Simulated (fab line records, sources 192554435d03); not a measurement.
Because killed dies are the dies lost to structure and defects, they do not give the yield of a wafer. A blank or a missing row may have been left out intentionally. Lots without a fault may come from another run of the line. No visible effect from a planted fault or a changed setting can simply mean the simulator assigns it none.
Split-lot trial | flow n5Finfet | route with 1938 steps; 7 lots, 21 wafers read

ON THE SPLIT
At N5_HKMG_FIN_HK_ALD_01 (deposits HfO2, target thk 1.6 nm, pulse time 3 s, purge time 3 s), the setting aldCycles was moved away from the recipe's 30 on 4 of the 21 wafers read, by -16.7% to +6.7%. All remaining wafers had this setting at the recipe value.

FROM THE SPLIT TO THE READING: what the file shows between them, 4 steps
- N5_HKMG_FIN_HK_ANNEAL_02: time 30 s
- N5_HKMG_FIN_ALD_74: deposits La2O3, target thk 0.5 nm, pulse time 6 s, co reactant pulse time 1 s
- N5_HKMG_FIN_WET_ETCH_82: etches La2O3 in dHCl, stops on HfO2, target depth 2 nm, rinse time 30 s
- N5_HKMG_FIN_ALD_36: deposits TiN, target thk 1 nm, pulse time 1 s, purge time 3 s

THE READING
HK_THK, in nm, at N5_HKMG_FIN_THK_MEAS_70 (measures by xrf). Typical for fault-free wafers on this fab line: 1.618 nm, with standard deviation 0.022 nm.

wafer  | tool, chamber at the split | aldCycles as run | against the recipe | HK_THK, nm | against lot-mates on the recipe
L074.2 | aldHk-03, 0,2,2            | 30               | recipe             | 1.596      | -
L074.4 | aldHk-03, 0,2,2            | 30               | recipe             | 1.589      | -
L074.5 | aldHk-03, 0,2,2            | 30               | recipe             | 1.614      | -
L075.1 | aldHk-01, 2,1,3            | 30               | recipe             | 1.635      | -
L075.2 | aldHk-01, 2,1,3            | 30               | recipe             | 1.611      | -
L075.5 | aldHk-01, 2,1,3            | 30               | recipe             | 1.652      | -
L079.1 | aldHk-03, 0,2,3            | 30               | recipe             | 1.602      | -
L079.2 | aldHk-03, 0,2,3            | 30               | recipe             | 1.618      | -
L079.4 | aldHk-03, 0,2,3            | 30               | recipe             | 1.600      | -
L088.1 | aldHk-02, 2,3              | 30               | recipe             | 1.624      | -
L088.2 | aldHk-02, 2,3              | 30               | recipe             | 1.631      | -
L088.6 | aldHk-02, 1                | 26               | -13.3%             | 1.386      | -0.242
L091.1 | aldHk-03, 2                | 32               | +6.7%              | 1.723      | +0.076
L091.5 | aldHk-03, 2,1              | 30               | recipe             | 1.631      | -
L091.6 | aldHk-03, 2,1              | 30               | recipe             | 1.664      | -
L093.2 | aldHk-01, 0,2,0            | 30               | recipe             | 1.643      | -
L093.3 | aldHk-01, 0,2,0            | 30               | recipe             | 1.630      | -
L093.5 | aldHk-01, 0,2,0            | 30               | recipe             | 1.616      | -
L094.1 | aldHk-01, 1,2              | 25               | -16.7%             | 1.379      | -0.264
L094.2 | aldHk-01, 1,2              | 25               | -16.7%             | 1.353      | -0.290
L094.5 | aldHk-01, 1                | 30               | recipe             | 1.643      | -
When a row names more than one chamber, that row covers several wafers, and the file does not tell which wafer ran in which chamber.

FIT RESULTS
A straight line over all 21 wafers: HK_THK changes by +0.0159 nm for each +1% of aldCycles; r = +0.98; the points scatter about the line by 0.02 nm.
The same after taking each lot's own level away (the mean of its wafers on the recipe; 21 wafers): +0.0165 nm for each +1%; r = +0.99; scatter 0.015 nm.
Per that fit: largest aldCycles move, reading shift of 0.28 nm.
From 1.5997 to 1.6475 nm: that is the span of the lots' own levels, equal to 2.2 times the standard deviation above.
Consequently the slope shifts little with the lot-to-lot level, the two slopes agreeing.
Check: -0.286 nm against its lot-mates is what the line predicts for one of the wafers moved furthest among these (-16.7%) when that wafer is left out of the fit. It came out at -0.264 nm against them.

THE OTHER SPLITS THESE WAFERS WENT THROUGH
Other splits were also applied to these wafers ahead of the reading. Each is held against what the fit with the lots' levels taken away leaves over:
other split on the same wafers        | wafers away from the commonest value | r with HK_THK (lot level and that fit taken away)
N5_ZERO_LAYER_COAT_05 spinRpm         | 5                                    | +0.32
N5_ZERO_LAYER_DEVELOP_10 developTimeS | 6                                    | -0.10
N5_WELL_APT_EXPOSE_22 doseMj          | 2                                    | +0.14
N5_WELL_APT_PEB_23 pebTimeS           | 5                                    | -0.18
N5_FIN_SAQP_SPACER1_ALD_24 aldCycles  | 9                                    | -0.02
N5_FIN_CUT_COAT_19 spinRpm            | 9                                    | -0.37
N5_SD_EPI_P_COAT_34 spinRpm           | 6                                    | -0.08

FILE'S OWN FIT
HK_THK changes by +0.0167 nm for each +1% of aldCycles, r = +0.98.
